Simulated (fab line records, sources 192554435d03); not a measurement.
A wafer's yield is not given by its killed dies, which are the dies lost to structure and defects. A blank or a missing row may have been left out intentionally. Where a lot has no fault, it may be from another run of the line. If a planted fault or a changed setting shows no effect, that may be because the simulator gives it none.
3 desks, one fault | flow n5Finfet | each desk holds nothing but its own numbers, with what lay behind them at the end

FOR THE TOOL OWNER'S DESK: implanter-02
The tool's own readings at N5_WELL_APT_IMPLANT_32, given as means over the sampled wafers that have a number, one for each lot that went through this tool. The brackets show how far a lot's mean lies from the usual mean; more than 4 standard deviations puts the lot out of limits, marked OUT.
Columns: A = beamEnergyKeV at N5_WELL_APT_IMPLANT_32, usual 50.001
lot  | first seen here | A
L838 | day 5 03:47     | 50.013
L839 | day 5 09:23     | 67.750 (+99 or more) OUT
L842 | day 6 03:10     | 67.764 (+99 or more) OUT
This desk's finding: out of limits on L839, L842; first on L839, day 5 09:23 (beamEnergyKeV at N5_WELL_APT_IMPLANT_32). L838 stayed within limits.

THE METROLOGY DESK
Lot by lot, what the gauges showed, no matter which tool ran the lot: averages of those sampled wafers that carry a number. The brackets show how far a lot's mean lies from the usual mean; more than 4 standard deviations puts the lot out of limits, marked OUT.
Columns: A = cdNm at N5_WELL_APT_CD_MEAS_25, usual 199.7 nm; B = PWELL_OVL at N5_WELL_APT_OVL_MEAS_26, usual -4 nm
lot  | first seen here | A     | B
L825 | day 1 20:41     | 200.8 | -3
L829 | day 2 21:15     | 198.5 | -1
L835 | day 4 09:22     | 196.6 | -9
L838 | day 5 03:22     | 199.5 | -5
L839 | day 5 08:59     | 197.9 | -8
L842 | day 6 02:47     | 199.5 | -4
This desk's verdict: no lot among the 6 shows anything out of limits.

THE DEFECT DESK
What the inspections along the route counted, lot by lot: means of the sampled wafers that have a number. The brackets show how far a lot's mean lies from the usual mean; more than 4 standard deviations puts the lot out of limits, marked OUT.
Columns: A = rawDefectCount at N5_WELL_APT_INSPECT_27, usual 2.0
lot  | first seen here | A
L825 | day 1 20:45     | 1.3
L829 | day 2 21:18     | 2.7
L835 | day 4 09:25     | 3.0
L838 | day 5 03:25     | 0.7
L839 | day 5 09:02     | 2.7
L842 | day 6 02:50     | 2.3
This desk's verdict: no lot among the 6 shows anything out of limits.

PUT TOGETHER
The tool owner's desk had the chance to raise an alarm at day 5 09:23 on L839, L842.
The metrology desk saw nothing out of limits.
No out-of-limits result turned up at the defect desk.
The metrology desk has L839, L842 on record, within its limits.
The defect desk has L839, L842 on record, within its limits.
Of the lots named, all ran N5_WELL_APT_IMPLANT_32 on implanter-02.

WHAT WAS PUT IN BY THE SIMULATOR
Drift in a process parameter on implanter-02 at N5_WELL_APT_IMPLANT_32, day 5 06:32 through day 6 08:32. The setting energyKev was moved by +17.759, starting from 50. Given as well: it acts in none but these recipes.
Shown lots that were struck: L839, L842.
Delay in hours, fault start to first out-of-limits reading, by desk: the tool owner's desk at 3.
